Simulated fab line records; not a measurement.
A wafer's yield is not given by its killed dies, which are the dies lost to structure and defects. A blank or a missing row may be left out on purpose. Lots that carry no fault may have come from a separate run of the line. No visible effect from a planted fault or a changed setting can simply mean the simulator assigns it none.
Struck lot and sound lot, side by side || flow nand_harc || 24 steps out of a route of 1302
Sound: the wafers L915.3, L915.5, L915.6. Wafers L913.3, L913.4, L913.5 were the ones struck. At the end, the cause is stated.
For every step that has rows: the tool of each side, followed by ch and its chambers, followed by its first start. Under that, the readings that differ: sound wafers || struck wafers || difference of the means || sigmas: that difference in standard deviations of wafers without a fault.
alike: words and numbers the same on both sides, and readings whose means are apart by under 2 such deviations; not compared: readings that were withheld, readings missing a value for some wafer, numbers with overlapping values and no deviation given by the record, and bounds like >300 which may hide the same value.
A row with sigmas, a row that says differs or no value, or rows on one side alone: a step with any of these is where the two part. Numbers that have no deviation but don't overlap get no sigmas and don't part them. A reading missing from all wafers of one side parts the sides only when that side holds two or more wafers.

first, 10 steps without rows for these wafers: NHARC_A_CHANNEL_HOLE_D1_DESCUM_15 (chemistry O2, time 3 s); NHARC_A_CHANNEL_HOLE_D1_ETCH_38 (etches the open film in CF4, target depth 39 nm, time 65 s); NHARC_A_CHANNEL_HOLE_D1_ETCH_39 (etches the open film in N2/H2, target depth 260 nm, time 325 s); NHARC_A_CHANNEL_HOLE_D1_ETCH_34 (etches the open film in CF4/CHF3, target depth 154 nm, time 77 s); NHARC_A_CHANNEL_HOLE_D1_ETCH_16 (etches the open film in O2/COS, target depth 3100 nm, time 806 s); NHARC_A_CHANNEL_HOLE_D1_ETCH_19 (etches the open film in C4F8/O2/Ar, time 34.5 s); NHARC_A_CHANNEL_HOLE_D1_ETCH_20 (etches the open film in C4F8/O2/Ar, time 361.9 s, target depth 1600 nm); NHARC_A_CHANNEL_HOLE_D1_ETCH_21 (etches the open film in C4F8/O2/Ar, time 514.3 s, target depth 1600 nm); NHARC_A_CHANNEL_HOLE_D1_ETCH_22 (etches the open film in C4F8/O2/Ar, time 666.7 s, target depth 1600 nm); NHARC_A_CHANNEL_HOLE_D1_ETCH_23 (etches the open film in C4F8/O2/Ar, time 819 s, target depth 1600 nm).
NHARC_A_CHANNEL_HOLE_D1_ETCH_24: etches the open film in C4F8/O2/Ar, time 906.2 s, target depth 1500 nm.
  sound on har_etch-02 ch 0,1, day 14 11:39; struck on har_etch-01 ch 0,1, day 13 11:31
  no value came back on the struck wafers for any of 5 readings (c4f8_flow_sccm (sccm), chamber_pressure_mTorr (mTorr) and others); on the sound wafers c4f8_flow_sccm (sccm) reads 93.94 93.73 93.43
then, 6 steps without rows for these wafers: NHARC_A_CHANNEL_HOLE_D1_ETCH_25 (etches the open film in C4F8/O2/Ar, time 1040.2 s, target depth 1500 nm); NHARC_A_CHANNEL_HOLE_D1_ETCH_26 (etches the open film in C4F8/O2/Ar, time 224.1 s, target depth 300 nm); NHARC_A_CHANNEL_HOLE_D1_ETCH_33 (etches the open film in C4F8/O2/Ar, time 90 s, target depth 400 nm); NHARC_A_CHANNEL_HOLE_D1_STRIP_41 (strips in N2/H2); NHARC_A_CHANNEL_HOLE_D1_STRIP_42 (strips in CF4/CHF3); NHARC_A_CHANNEL_HOLE_D1_STRIP_43 (strips in O2/COS).
NHARC_A_CHANNEL_HOLE_D1_ETCH_44: etches the open film in CF4/O2, target depth 140 nm, overetch 14 nm, time 77 s.
  sound on rie_diel-10 ch 0,3, day 14 14:01; struck on rie_diel-10 ch 0,2,3, day 13 13:52
  alike: bias_w, cf4_flow_sccm, drypump_motor_current_A, oes_ar_750_au, oes_o_777_au, oes_product_au, rf_vpp_V, showerhead_plenum_p_Torr, throttle_valve_pct
  not compared: rf_hours_counter_h, model.A_CHANNEL_HOLE_D1.cd_nm
then, 3 steps without rows for these wafers: NHARC_A_CHANNEL_HOLE_D1_STRIP_27 (strips in O2); NHARC_A_CHANNEL_HOLE_D1_PRECLEAN_28 (cleans in SC1); NHARC_A_CHANNEL_HOLE_D1_SRD_29.
NHARC_A_CHANNEL_HOLE_D1_CD_MEAS_30:
  struck on cd_sem-03, day 13 14:40; sound on cd_sem-03, day 14 14:49
{"reading": "cd_nm (nm)", "sound": "92.0 94.4 90.9", "struck": "0.0 2.7 3.0", "difference": -90.5, "sigmas": -50}
NHARC_A_CHANNEL_HOLE_D1_XSEM_31:
  sound on xsem-02 ch 0, day 14 14:55; struck on xsem-01 ch 0, day 13 14:46
{"reading": "bot_cd_nm (nm)", "sound": "76.1 77.7 75.0", "struck": "0.3 2.5 3.0", "difference": -74.3, "sigmas": -41}
{"reading": "bow_nm (nm)", "sound": "8.7 8.7 8.6", "struck": "0.0 0.0 0.0", "difference": -8.7, "sigmas": -25}
  alike: tilt_deg
-- record jumps: 16 days between struck wafers' starts before vs after; left off in module A_CHANNEL_HOLE_D1, resumes in module END, first step shown is number 1302 of the route --
NHARC_END_SORT_01:
  at this point the record logs the struck wafers (prober-02 ch 0, day 29 14:22) and has no rows for the sound ones

== WHERE THEY PART ==
Earliest at NHARC_A_CHANNEL_HOLE_D1_ETCH_24; latest, in this record, at NHARC_END_SORT_01.

WHY: the cause the simulator had injected
Skipped step whole: har_etch-01, from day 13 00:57 on, at NHARC_A_CHANNEL_HOLE_D1_ETCH_24. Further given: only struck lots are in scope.
